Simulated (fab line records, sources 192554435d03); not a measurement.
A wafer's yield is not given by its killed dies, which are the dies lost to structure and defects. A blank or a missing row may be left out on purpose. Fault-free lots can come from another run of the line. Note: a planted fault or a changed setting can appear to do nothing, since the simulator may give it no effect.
fab line records	flow n5-finfet
record: lots: 7	wafers: 39
route steps=1938 shown FIN_SAQP@138 DUMMY_GATE@221 BEOL_M0_SAQP@636 BEOL_M0@721
start-h: start of the lot's first displayed wafer, in hours after the record's first day	wait-h: hours from the lot's prior step to this one	" the same as in the row above	L1.1+2: a row that stands for several wafers	- no value present, or no start provided	* or withheld: withheld	< > ~ a bound
route shown NAME@n: NAME is a module with steps in the file, n the number in the route of the first one	usual: average and standard deviation across the fault-free wafers	same: alike in all rows	chamber/n: place in a boat	sites: the reading at each site	_std_site: how widely they spread, as a standard deviation	_edge_site: outer sites' mean less inner sites'	radius-mm: how far each site lies from the wafer's centre	mask NAME#n: copy n	behind: the tool/chamber that last shaped the wafer	hold: reason for holding the lot/hours on hold/outcome of the hold	device: names the non-switching transistor (n, p or np)	end of line: the tests these same wafers got at the end of their route	where a step has no rows: the recipe by itself	killed: count of dies lost to structure and defects at first sort (not the wafer's yield)	map: a wafer's dies, marking killed ones x, the rest . and places with no die _
set.NAME: the setting the step ran with; set.NAME@STEP: the setting that earlier step ran with	model.NAME: the simulator's own value behind a step, which no gauge read
lots where settings were altered on purpose, with a table for each step and a row for each wafer
== steps ==
step: N5_FIN_SAQP_SPACER2_ALD_28
recipe: material: SiO2	target-thk-a: 81	temp-c: 300	ald-precursor-family: BDEAS	ald-co-reactant: O2-plasma	pulse-time-s: 1	purge-time-s: 2	co-reactant-purge-time-s: 2	pressure-torr: 2
lot.wafer	tool	chamber	start-h	wait-h	set.target-thk-a	model.SiO2_of_FIN_SAQP_SPACER2_ALD_28.thk-nm
L075.4+5+6	ald-sin-01	3,1,2	30.26	0.1	81	8
L079.1+2+4	ald-sin-01	3,1,2	55.23	0.1	81	8
L079.3+5+6	"	0,0,3	"	"	60.19	6
L082.1+6	ald-sin-02	1,0	72.44	0.1	81	8
L082.2	"	2	"	"	81	8.2
L082.3+4+5	"	0,3,3	"	"	114.3	11.4
L083.1+3+5	ald-sin-02	2,3,3	80.40	1.4	81	8
L083.2+4+6	"	1,0,2	"	"	42.85	4.2
L084.1+4+5	ald-sin-03	3,2,3	85.50	0.2	81	8
L084.2+6	"	0,2	"	"	57.88	5.8
L084.3	"	1	"	"	57.88	5.6
L089.1+4+6	ald-sin-03	3,2,3	115.85	0.1	37.5	3.8
L089.2	"	1	"	"	81	8
L089.3+5	"	0	"	"	81	8.2
L093.1+5	ald-sin-02	1	138.07	0.1	81	8
L093.2+3+4	"	3,2,0	"	"	116.8	11.6
L093.6	"	2	"	"	81	8.2
step: N5_FIN_SAQP_SPACER2_ETCHBACK_29
recipe: chemistry: CHF3/O2	mode: anisotropic-etchback	target: SiO2	target-depth-a: 122	time-s: 6.1	pressure-mtorr: 30	source-w: 650	bias-w: 170	Ar_flow_sccm: 200	CHF3_flow_sccm: 50	O2_flow_sccm: 5	ion-energy-ev: 200
step: N5_FIN_SAQP_MANDREL2_REMOVE_60
recipe: chemistry: HBr/Cl2/O2	bt-time-s: 10	target: a-Si	stop-on: SiNx	endpoint: OES-SiCl	over-etch-frac: 1	icp-w: 600	bias-w: 22	HBr_flow_sccm: 150	Cl2_flow_sccm: 80	O2_flow_sccm: 5	pressure-mtorr: 10
lot.wafer	tool	chamber	start-h	wait-h	set.target-thk-a@FIN_SAQP_SPACER2_ALD_28	model.FIN_SAQP.cd-nm
L075.4+6	rie-si-06	2,0	30.67	0.1	81	8.2
L075.5	"	3	"	"	81	8
L079.1+4	rie-si-06	2,3	55.76	0.1	81	8
L079.2	"	0	"	"	81	8.2
L079.3+5+6	"	1,0,3	"	"	60.19	6
L082.1+2+6	rie-si-06	1,0,1	72.85	0.1	81	8.2
L082.3+4+5	"	3,2,0	"	"	114.3	11.4
L083.1+3	rie-si-06	3,0	80.84	0.1	81	8
L083.2+4	"	2,1	"	"	42.85	4.2
L083.5	"	0	"	"	81	8.2
L083.6	"	1	"	"	42.85	4.4
L084.1+5	rie-si-06	2,3	85.92	0.1	81	8
L084.2+3	"	1,3	"	"	57.88	5.6
L084.4	"	0	"	"	81	8.2
L084.6	"	2	"	"	57.88	5.8
L089.1+4	rie-si-01	1,2	116.27	0.1	37.5	3.6
L089.2+3+5	"	0,3,0	"	"	81	8
L089.6	"	1	"	"	37.5	3.8
L093.1+5+6	rie-si-01	0,1,0	138.49	0.1	81	8
L093.2+3+4	"	2,1,3	"	"	116.8	11.6
step: N5_FIN_SAQP_CD_MEAS_31
recipe: target-cd-nm: 8	landing-energy-ev: 1000	detector: se-inlens	polarity: line
usual: cd-nm: 8.10/0.23
lot.wafer	tool	chamber	start-h	wait-h	set.target-thk-a@FIN_SAQP_SPACER2_ALD_28	cd-nm
L075.4	cd-sem-03	0	30.79	0.1	81	8.36
L075.5	"	0	"	"	81	7.98
L075.6	"	0	"	"	81	8.23
L079.1	cd-sem-02	0	55.87	0.1	81	8.20
L079.2	"	0	"	"	81	8.00
L079.3	"	0	"	"	60.19	6.41
L079.4	"	0	"	"	81	8.37
L079.5	"	0	"	"	60.19	5.85
L079.6	"	0	"	"	60.19	5.87
L082.1	cd-sem-01	0	72.96	0.1	81	8.17
L082.2	"	0	"	"	81	8.14
L082.3	"	0	"	"	114.3	11.39
L082.4	"	0	"	"	114.3	11.40
L082.5	"	0	"	"	114.3	11.17
L082.6	"	0	"	"	81	8.18
L083.1	cd-sem-03	0	80.95	0.1	81	7.99
L083.2	"	0	"	"	42.85	4.24
L083.3	"	0	"	"	81	8.14
L083.4	"	0	"	"	42.85	3.97
L083.5	"	0	"	"	81	7.82
L083.6	"	0	"	"	42.85	4.17
L084.1	cd-sem-01	0	86.03	0.1	81	8.14
L084.2	"	0	"	"	57.88	5.57
L084.3	"	0	"	"	57.88	5.57
L084.4	"	0	"	"	81	7.89
L084.5	"	0	"	"	81	8.01
L084.6	"	0	"	"	57.88	6.21
L089.1	cd-sem-01	0	116.37	0.1	37.5	3.79
L089.2	"	0	"	"	81	7.86
L089.3	"	0	"	"	81	8.03
L089.4	"	0	"	"	37.5	3.51
L089.5	"	0	"	"	81	8.12
L089.6	"	0	"	"	37.5	3.64
L093.1	cd-sem-03	0	138.60	0.1	81	7.98
L093.2	"	0	"	"	116.8	11.77
L093.3	"	0	"	"	116.8	11.89
L093.4	"	0	"	"	116.8	11.99
L093.5	"	0	"	"	81	7.92
L093.6	"	0	"	"	81	8.05
step: N5_FIN_SAQP_HM_OPEN_33
recipe: chemistry: CH3F/O2	target: SiNx	mask-material: SiO2	target-depth-a: 494	time-s: 70.6	pressure-mtorr: 30	source-w: 395	bias-w: 73	Ar_flow_sccm: 150	CH3F_flow_sccm: 30	O2_flow_sccm: 20	ion-energy-ev: 120	ends: cleared
step: N5_FIN_SAQP_ETCH_34
recipe: chemistry: C4F6/O2	target: SiO2	target-depth-a: 450	time-s: 15	ion-energy-ev: 250	pressure-mtorr: 30	source-w: 345	bias-w: 185	Ar_flow_sccm: 300	C4F6_flow_sccm: 10	O2_flow_sccm: 10	ends: cleared
step: N5_FIN_SAQP_STRIP_77
recipe: chemistry: N2/H2	time-s: 90	power-w: 100	temp-c: 40	pressure-mtorr: 100	rf-frequency-hz: 6e+07	bias-power-w: 3	n2-flow-sccm: 300	h2-flow-sccm: 300
step: N5_FIN_SAQP_HM_CD_35
recipe: target-cd-nm: 8	polarity: line
usual: cd-nm: 8.14/0.22
lot.wafer	tool	chamber	start-h	wait-h	set.target-thk-a@FIN_SAQP_SPACER2_ALD_28	cd-nm
L075.4	cd-sem-03	-	31.06	0.1	81	8.38
L075.5	"	-	"	"	81	8.27
L075.6	"	-	"	"	81	8.56
L079.1	cd-sem-01	-	56.17	0.1	81	8.23
L079.2	"	-	"	"	81	8.22
L079.3	"	-	"	"	60.19	6.37
L079.4	"	-	"	"	81	8.05
L079.5	"	-	"	"	60.19	6.25
L079.6	"	-	"	"	60.19	6.07
L082.1	cd-sem-01	-	73.23	0.1	81	8.46
L082.2	"	-	"	"	81	8.38
L082.3	"	-	"	"	114.3	11.39
L082.4	"	-	"	"	114.3	11.75
L082.5	"	-	"	"	114.3	11.65
L082.6	"	-	"	"	81	8.21
L083.1	cd-sem-01	-	81.26	0.1	81	8.37
L083.2	"	-	"	"	42.85	4.64
L083.3	"	-	"	"	81	8.20
L083.4	"	-	"	"	42.85	4.29
L083.5	"	-	"	"	81	8.00
L083.6	"	-	"	"	42.85	4.43
L084.1	cd-sem-02	-	86.30	0.1	81	7.98
L084.2	"	-	"	"	57.88	5.48
L084.3	"	-	"	"	57.88	5.54
L084.4	"	-	"	"	81	8.44
L084.5	"	-	"	"	81	8.13
L084.6	"	-	"	"	57.88	5.94
L089.1	cd-sem-01	-	116.64	0.1	37.5	3.21
L089.2	"	-	"	"	81	7.71
L089.3	"	-	"	"	81	7.83
L089.4	"	-	"	"	37.5	3.46
L089.5	"	-	"	"	81	7.84
L089.6	"	-	"	"	37.5	3.78
L093.1	cd-sem-03	-	138.86	0.1	81	7.71
L093.2	"	-	"	"	116.8	11.96
L093.3	"	-	"	"	116.8	11.47
L093.4	"	-	"	"	116.8	11.76
L093.5	"	-	"	"	81	7.99
L093.6	"	-	"	"	81	7.86
step: N5_FIN_SAQP_ETCH_64
recipe: chemistry: CF4	target: SiO2	target-depth-a: 15	ion-energy-ev: 350	pressure-mtorr: 10	icp-w: 800	bias-w: 400	cf4-flow-sccm: 80
lot.wafer	tool	chamber	start-h	wait-h	set.target-thk-a@FIN_SAQP_SPACER2_ALD_28	model.FIN_SAQP.cd-nm
L075.4+5+6	rie-si-01	2,1,2	31.10	0.0	81	8.2
L079.1+2+4	rie-si-03	1,3,0	56.22	0.0	81	8.2
L079.3+5	"	2,1	"	"	60.19	6.2
L079.6	"	0	"	"	60.19	6
L082.1+6	rie-si-06	3,0	73.28	0.0	81	8.2
L082.2	"	1	"	"	81	8.4
L082.3	"	2	"	"	114.3	11.2
L082.4	"	0	"	"	114.3	11.4
L082.5	"	1	"	"	114.3	11.6
L083.1+3	rie-si-03	0,3	81.31	0.0	81	8.2
L083.2+6	"	2,3	"	"	42.85	4.4
L083.4	"	1	"	"	42.85	4.2
L083.5	"	2	"	"	81	8.4
L084.1	rie-si-03	2	86.34	0.0	81	8.2
L084.2+3+6	"	1,0,1	"	"	57.88	5.8
L084.4	"	3	"	"	81	8.4
L084.5	"	2	"	"	81	8
L089.1	rie-si-06	3	116.69	0.0	37.5	3.6
L089.2	"	0	"	"	81	8.2
L089.3+5	"	1,0	"	"	81	8
L089.4+6	"	2,3	"	"	37.5	3.8
L093.1+6	rie-si-03	2,1	138.91	0.0	81	8.2
L093.2+3+4	"	3,1,0	"	"	116.8	11.6
L093.5	"	2	"	"	81	8
step: N5_FIN_SAQP_FIN_ETCH_36
recipe: chemistry: HBr/Cl2/O2	target-depth-a: 1200	mask-material: SiNx	time-s: 50.4	bias-w: 102	pressure-mtorr: 10	icp-w: 800	HBr_flow_sccm: 150	Cl2_flow_sccm: 80	O2_flow_sccm: 12
step: N5_FIN_SAQP_CD_MEAS_37
recipe: target-cd-nm: 8	polarity: line
usual: cd-nm: 8.15/0.23
lot.wafer	tool	chamber	start-h	wait-h	set.target-thk-a@FIN_SAQP_SPACER2_ALD_28	cd-nm
L075.4	cd-sem-03	-	31.25	0.1	81	8.26
L075.5	"	-	"	"	81	8.21
L075.6	"	-	"	"	81	8.62
L079.1	cd-sem-01	-	56.37	0.1	81	8.26
L079.2	"	-	"	"	81	8.33
L079.3	"	-	"	"	60.19	6.38
L079.4	"	-	"	"	81	8.07
L079.5	"	-	"	"	60.19	6.12
L079.6	"	-	"	"	60.19	6.26
L082.1	cd-sem-02	-	73.41	0.1	81	7.73
L082.2	"	-	"	"	81	7.89
L082.3	"	-	"	"	114.3	11.04
L082.4	"	-	"	"	114.3	11.45
L082.5	"	-	"	"	114.3	11.78
L082.6	"	-	"	"	81	8.38
L083.1	cd-sem-02	-	81.45	0.1	81	8.01
L083.2	"	-	"	"	42.85	4.52
L083.3	"	-	"	"	81	8.12
L083.4	"	-	"	"	42.85	4.16
L083.5	"	-	"	"	81	8.50
L083.6	"	-	"	"	42.85	4.56
L084.1	cd-sem-01	-	86.48	0.1	81	8.26
L084.2	"	-	"	"	57.88	5.70
L084.3	"	-	"	"	57.88	5.91
L084.4	"	-	"	"	81	7.82
L084.5	"	-	"	"	81	7.57
L084.6	"	-	"	"	57.88	5.99
L089.1	cd-sem-03	-	116.83	0.1	37.5	3.58
L089.2	"	-	"	"	81	8.01
L089.3	"	-	"	"	81	7.81
L089.4	"	-	"	"	37.5	3.42
L089.5	"	-	"	"	81	8.23
L089.6	"	-	"	"	37.5	3.82
L093.1	cd-sem-01	-	139.05	0.1	81	8.11
L093.2	"	-	"	"	116.8	11.89
L093.3	"	-	"	"	116.8	11.75
L093.4	"	-	"	"	116.8	11.44
L093.5	"	-	"	"	81	8.20
L093.6	"	-	"	"	81	8.23
step: N5_DUMMY_GATE_PECVD_30
recipe: material: SiO2	target-thk-a: 550	temp-c: 400	precursor: TEOS/O2	pressure-torr: 6.5	rf-w: withheld	teos-flow-sccm: withheld	gas: O2	flow-sccm: 2650	time-s: 10.8
lot.wafer	tool	chamber	start-h	wait-h	set.time-s	model.SiO2_of_DUMMY_GATE_PECVD_30.thk-nm
L075.4	pecvd-03	0	50.05	0.1	10.8	54.8
L075.5	"	2	"	"	10.8	54.6
L075.6	"	1	"	"	10.8	54.4
L079.1	pecvd-03	2	75.05	0.0	10.8	54.4
L079.2	"	0	"	"	10.8	55.2
L079.3	"	1	"	"	14.96	74.4
L079.4	"	1	"	"	14.96	75.8
L079.5	"	0	"	"	14.96	76
L079.6	"	2	"	"	10.8	56.2
L082.1	pecvd-02	0	92.65	0.0	10.8	54.2
L082.2+5	"	1,0	"	"	7.147	36.8
L082.3	"	1	"	"	10.8	55.2
L082.4	"	0	"	"	10.8	54.8
L082.6	"	1	"	"	7.147	38
L083.1	pecvd-03	1	101.10	0.0	10.8	54
L083.2	"	2	"	"	4.443	22.8
L083.3	"	0	"	"	10.8	54.4
L083.4	"	1	"	"	4.443	23.8
L083.5	"	0	"	"	4.443	23
L083.6	"	2	"	"	10.8	55
L084.1	pecvd-02	1	106.02	0.0	6.614	34
L084.2	"	2	"	"	10.8	54
L084.3	"	2	"	"	10.8	54.6
L084.4	"	1	"	"	10.8	55
L084.5	"	2	"	"	6.614	34.6
L084.6	"	1	"	"	6.614	35.2
L089.1	pecvd-03	1	137.32	0.0	15.47	76.8
L089.2	"	2	"	"	15.47	76.4
L089.3	"	0	"	"	15.47	76
L089.4	"	1	"	"	10.8	55.2
L089.5+6	"	2,0	"	"	10.8	55
L093.1+3	pecvd-03	2,1	163.83	0.0	10.8	54.2
L093.2	"	0	"	"	10.8	54.4
L093.4+6	"	0,1	"	"	5.607	29.2
L093.5	"	2	"	"	5.607	29.8
step: N5_BEOL_M0_SAQP_PECVD_96
recipe: material: a-Si	target-thk-a: 450	temp-c: 350	precursor: SiH4/He	pressure-torr: 3	rf-w: 100	time-s: 45.2
lot.wafer	tool	chamber	start-h	wait-h	set.time-s	model.a-Si_of_BEOL_M0_SAQP_PECVD_96.thk-nm
L075.4	pecvd-03	1	112.36	0.0	45.2	45.4
L075.5	"	0	"	"	45.2	46
L075.6	"	2	"	"	45.2	45
L079.1	pecvd-02	1	132.03	0.0	45.2	43.8
L079.2	"	0	"	"	61.13	60.4
L079.3	"	2	"	"	61.13	59.8
L079.4	"	1	"	"	61.13	60.6
L079.5+6	"	2,0	"	"	45.2	45
L082.1	pecvd-03	2	153.10	0.0	45.2	45.4
L082.2+3	"	0,1	"	"	45.2	45.6
L082.4	"	0	"	"	45.2	45.8
L082.5	"	1	"	"	45.2	46
L082.6	"	2	"	"	45.2	45.2
L083.1	pecvd-04	1	156.72	0.0	55.01	53.8
L083.2	"	0	"	"	45.2	44.6
L083.3	"	2	"	"	45.2	44.2
L083.4	"	2	"	"	55.01	54.6
L083.5	"	1	"	"	45.2	45.4
L083.6	"	0	"	"	55.01	55
L084.1	pecvd-03	1	168.58	0.0	45.2	45
L084.2	"	0	"	"	26.48	26.2
L084.3	"	2	"	"	45.2	44.4
L084.4	"	0	"	"	45.2	45.2
L084.5+6	"	1,2	"	"	26.48	26.4
L089.1	pecvd-03	0	197.17	0.0	45.2	45.8
L089.2+5	"	2	"	"	45.2	44.8
L089.3	"	1	"	"	45.2	44.6
L089.4+6	"	1,0	"	"	45.2	45.4
L093.1	pecvd-04	2	223.81	0.0	35.8	35.6
L093.2	"	0	"	"	45.2	45
L093.3+6	"	1,2	"	"	35.8	35.8
L093.4	"	1	"	"	45.2	45.6
L093.5	"	0	"	"	45.2	45.4
step: N5_BEOL_M0_SAQP_PECVD_97
recipe: material: SiNx	target-thk-a: 230	temp-c: 350	precursor: SiH4/NH3/N2	pressure-torr: 1.5	rf-w: 300	time-s: 19.9
step: N5_BEOL_M0_SAQP_PECVD_04
recipe: material: a-Si	target-thk-a: 600	temp-c: 350	precursor: SiH4/He	pressure-torr: 3	rf-w: 100	time-s: 60.2
step: N5_BEOL_M0_SAQP_ETCH_101
recipe: chemistry: CH3F/O2	target: SiNx	mask-material: SiO2	target-depth-a: 299	time-s: 42.7	pressure-mtorr: 30	source-w: 395	bias-w: 73	Ar_flow_sccm: 150	CH3F_flow_sccm: 30	O2_flow_sccm: 20	ion-energy-ev: 120
step: N5_BEOL_M0_SAQP_ETCH_102
recipe: chemistry: CF4	target: SiO2	target-depth-a: 40	ion-energy-ev: 350	time-s: 4.4	pressure-mtorr: 10	icp-w: 800	bias-w: 400	cf4-flow-sccm: 80
step: N5_BEOL_M0_SAQP_MANDREL_ETCH_103
recipe: chemistry: HBr/Cl2	target: a-Si	target-depth-a: 450	bt-time-s: 10	stop-on: SiCN	mask-material: SiO2	over-etch-frac: 0.8	time-s: 27	pressure-mtorr: 10	icp-w: 800	bias-w: 75	HBr_flow_sccm: 150	Cl2_flow_sccm: 80	ends: end-point
usual: oes-product-au: 0.678/0.01
lot.wafer	tool	chamber	start-h	wait-h	set.time-s@BEOL_M0_SAQP_PECVD_96	oes-product-au	model.etch.depth-nm
L075.4	rie-si-05	0	115.09	0.0	45.2	0.690	45.35
L075.5	"	3	"	"	45.2	0.684	45.98
L075.6	"	2	"	"	45.2	0.682	45.07
L079.1	rie-si-04	3	134.63	0.0	45.2	0.673	43.89
L079.2	"	2	"	"	61.13	0.824	60.31
L079.3	"	1	"	"	61.13	0.804	59.79
L079.4	"	0	"	"	61.13	0.798	60.66
L079.5	"	2	"	"	45.2	0.691	45.07
L079.6	"	3	"	"	45.2	0.686	44.99
L082.1	rie-si-04	3	156.72	0.0	45.2	0.691	45.33
L082.2	"	2	"	"	45.2	0.695	45.58
L082.3	"	1	"	"	45.2	0.678	45.5
L082.4	"	0	"	"	45.2	0.677	45.76
L082.5	"	1	"	"	45.2	0.680	45.93
L082.6	"	2	"	"	45.2	0.694	45.13
L083.1	rie-si-05	1	159.13	0.0	55.01	0.764	53.82
L083.2	"	2	"	"	45.2	0.673	44.52
L083.3	"	3	"	"	45.2	0.675	44.29
L083.4	"	2	"	"	55.01	0.765	54.69
L083.5	"	1	"	"	45.2	0.685	45.38
L083.6	"	3	"	"	55.01	0.757	54.91
L084.1	rie-si-02	2	171.11	0.0	45.2	0.672	45.06
L084.2	"	0	"	"	26.48	0.500	26.2
L084.3	"	3	"	"	45.2	0.678	44.35
L084.4	"	1	"	"	45.2	0.666	45.26
L084.5	"	2	"	"	26.48	0.510	26.38
L084.6	"	3	"	"	26.48	0.515	26.37
L089.1	rie-si-05	1	200.04	0.0	45.2	0.688	45.7
L089.2	"	2	"	"	45.2	0.672	44.81
L089.3	"	3	"	"	45.2	0.677	44.55
L089.4	"	0	"	"	45.2	0.694	45.37
L089.5	"	1	"	"	45.2	0.676	44.75
L089.6	"	0	"	"	45.2	0.693	45.32
L093.1	rie-si-05	1	226.27	0.0	35.8	0.602	35.67
L093.2	"	3	"	"	45.2	0.666	44.93
L093.3	"	2	"	"	35.8	0.599	35.83
L093.4	"	0	"	"	45.2	0.688	45.51
L093.5	"	3	"	"	45.2	0.675	45.35
L093.6	"	0	"	"	35.8	0.611	35.86
step: N5_BEOL_M0_TRENCH_ETCH_107
recipe: chemistry: C4F6/O2	target-depth-a: 328	target: SiOC	time-s: 16.4	ion-energy-ev: 250	pressure-mtorr: 30	source-w: 355	bias-w: 185	Ar_flow_sccm: 300	C4F6_flow_sccm: 10	O2_flow_sccm: 10
lot.wafer	tool	chamber	start-h	wait-h	set.target-depth-a	model.BEOL_M0.feature-depth-nm	model.TiN_of_BEOL_M0_SAQP_HM_DEP_02.thk-nm
L075.4+6	rie-diel-03	1	122.74	0.0	328	33	9.6
L075.5	"	2	"	"	328	32.8	9.8
L079.1	rie-diel-03	0	140.47	0.0	136	13.2	10.4
L079.2	"	2	"	"	136	13.6	10.4
L079.3	"	3	"	"	328	32.8	9.6
L079.4	"	0	"	"	328	31.8	9.6
L079.5	"	2	"	"	136	13.4	10.2
L079.6	"	3	"	"	328	32.4	9.6
L083.1	rie-diel-01	3	163.29	0.0	204.2	21	10
L083.2	"	1	"	"	204.2	20.4	10
L083.3+5	"	0,1	"	"	328	32.8	9.6
L083.4	"	2	"	"	204.2	20.2	10.2
L083.6	"	2	"	"	328	32.4	9.6
L082.1+5	rie-diel-04	0	164.83	0.0	328	33.6	9
L082.2	"	3	"	"	328	32.8	9
L082.3+4	"	2	"	"	328	32.6	9
L082.6	"	3	"	"	328	33	9
L084.1	rie-diel-01	3	176.97	0.0	328	33.6	9.6
L084.2+6	"	1	"	"	328	32.6	9.6
L084.3	"	0	"	"	469.9	46.6	9
L084.4	"	2	"	"	469.9	46.2	9
L084.5	"	0	"	"	469.9	46.8	8.8
L089.1	rie-diel-01	2	207.23	0.0	174.3	17	10
L089.2	"	3	"	"	328	33.6	9.2
L089.3	"	0	"	"	174.3	17.2	9.8
L089.4	"	2	"	"	328	32.2	9.4
L089.5	"	3	"	"	328	33.2	9.2
L089.6	"	0	"	"	174.3	17.4	10
L093.1	rie-diel-03	2	235.57	0.0	265.7	26.4	9.8
L093.2	"	0	"	"	265.7	27.2	9.6
L093.3+6	"	3	"	"	328	32.6	9.4
L093.4	"	1	"	"	328	33.2	9.4
L093.5	"	0	"	"	265.7	27	9.6
step: N5_BEOL_M0_STRIP_142
recipe: chemistry: N2/H2	time-s: 10	power-w: 450	temp-c: 40	pressure-mtorr: 20	rf-frequency-hz: 6e+07	bias-power-w: 7	n2-flow-sccm: 200	h2-flow-sccm: 200
step: N5_BEOL_M0_OCD_MEAS_108
usual: trench-depth-nm: 32.9/0.56
lot.wafer	tool	chamber	start-h	wait-h	set.target-depth-a@BEOL_M0_TRENCH_ETCH_107	trench-depth-nm
L075.4	ocd-01	-	122.86	0.1	328	33.0
L075.5	"	-	"	"	328	33.1
L075.6	"	-	"	"	328	33.5
L079.1	ocd-02	-	140.57	0.1	136	13.3
L079.2	"	-	"	"	136	13.7
L079.3	"	-	"	"	328	32.7
L079.4	"	-	"	"	328	31.6
L079.5	"	-	"	"	136	13.6
L079.6	"	-	"	"	328	32.5
L083.1	ocd-02	-	163.39	0.1	204.2	21.5
L083.2	"	-	"	"	204.2	20.7
L083.3	"	-	"	"	328	32.8
L083.4	"	-	"	"	204.2	20.5
L083.5	"	-	"	"	328	32.9
L083.6	"	-	"	"	328	32.4
L082.1	ocd-02	-	164.94	0.1	328	34.0
L082.2	"	-	"	"	328	32.4
L082.3	"	-	"	"	328	32.4
L082.4	"	-	"	"	328	33.1
L082.5	"	-	"	"	328	33.4
L082.6	"	-	"	"	328	32.8
L084.1	ocd-02	-	177.08	0.1	328	33.6
L084.2	"	-	"	"	328	33.1
L084.3	"	-	"	"	469.9	46.6
L084.4	"	-	"	"	469.9	46.4
L084.5	"	-	"	"	469.9	46.3
L084.6	"	-	"	"	328	32.5
L089.1	ocd-01	-	207.33	0.1	174.3	17.6
L089.2	"	-	"	"	328	33.3
L089.3	"	-	"	"	174.3	16.9
L089.4	"	-	"	"	328	32.0
L089.5	"	-	"	"	328	33.1
L089.6	"	-	"	"	174.3	17.6
L093.1	ocd-02	-	235.67	0.1	265.7	26.3
L093.2	"	-	"	"	265.7	27.2
L093.3	"	-	"	"	328	32.4
L093.4	"	-	"	"	328	32.9
L093.5	"	-	"	"	265.7	26.7
L093.6	"	-	"	"	328	32.4
== key ==
split: step: N5_FIN_SAQP_SPACER2_ALD_28	setting: target-thk-a	stated: 81	by: wafer
response: step: N5_FIN_SAQP_SPACER2_ALD_28	reading: model.SiO2_of_FIN_SAQP_SPACER2_ALD_28.thk-nm	change: +0.0803	per: 1%	r: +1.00
response: step: N5_FIN_SAQP_MANDREL2_REMOVE_60	reading: model.FIN_SAQP.cd-nm	change: +0.0806	per: 1%	r: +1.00
response: step: N5_FIN_SAQP_CD_MEAS_31	reading: cd-nm	change: +0.0818	per: 1%	r: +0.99
response: step: N5_FIN_SAQP_HM_CD_35	reading: cd-nm	change: +0.0816	per: 1%	r: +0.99
response: step: N5_FIN_SAQP_ETCH_64	reading: model.FIN_SAQP.cd-nm	change: +0.0804	per: 1%	r: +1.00
response: step: N5_FIN_SAQP_CD_MEAS_37	reading: cd-nm	change: +0.0802	per: 1%	r: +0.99
split: step: N5_DUMMY_GATE_PECVD_30	setting: time-s	stated: 10.8	by: wafer
response: step: N5_DUMMY_GATE_PECVD_30	reading: model.SiO2_of_DUMMY_GATE_PECVD_30.thk-nm	change: +0.518	per: 1%	r: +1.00
split: step: N5_BEOL_M0_SAQP_PECVD_96	setting: time-s	stated: 45.2	by: wafer
response: step: N5_BEOL_M0_SAQP_PECVD_96	reading: model.a-Si_of_BEOL_M0_SAQP_PECVD_96.thk-nm	change: +0.448	per: 1%	r: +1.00
response: step: N5_BEOL_M0_SAQP_MANDREL_ETCH_103	reading: oes-product-au	change: +0.00376	per: 1%	r: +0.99
response: step: N5_BEOL_M0_SAQP_MANDREL_ETCH_103	reading: model.etch.depth-nm	change: +0.447	per: 1%	r: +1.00
split: step: N5_BEOL_M0_TRENCH_ETCH_107	setting: target-depth-a	stated: 328	by: wafer
response: step: N5_BEOL_M0_TRENCH_ETCH_107	reading: model.BEOL_M0.feature-depth-nm	change: +0.324	per: 1%	r: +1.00
response: step: N5_BEOL_M0_TRENCH_ETCH_107	reading: model.TiN_of_BEOL_M0_SAQP_HM_DEP_02.thk-nm	change: -0.0135	per: 1%	r: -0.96
response: step: N5_BEOL_M0_OCD_MEAS_108	reading: trench-depth-nm	change: +0.319	per: 1%	r: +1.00
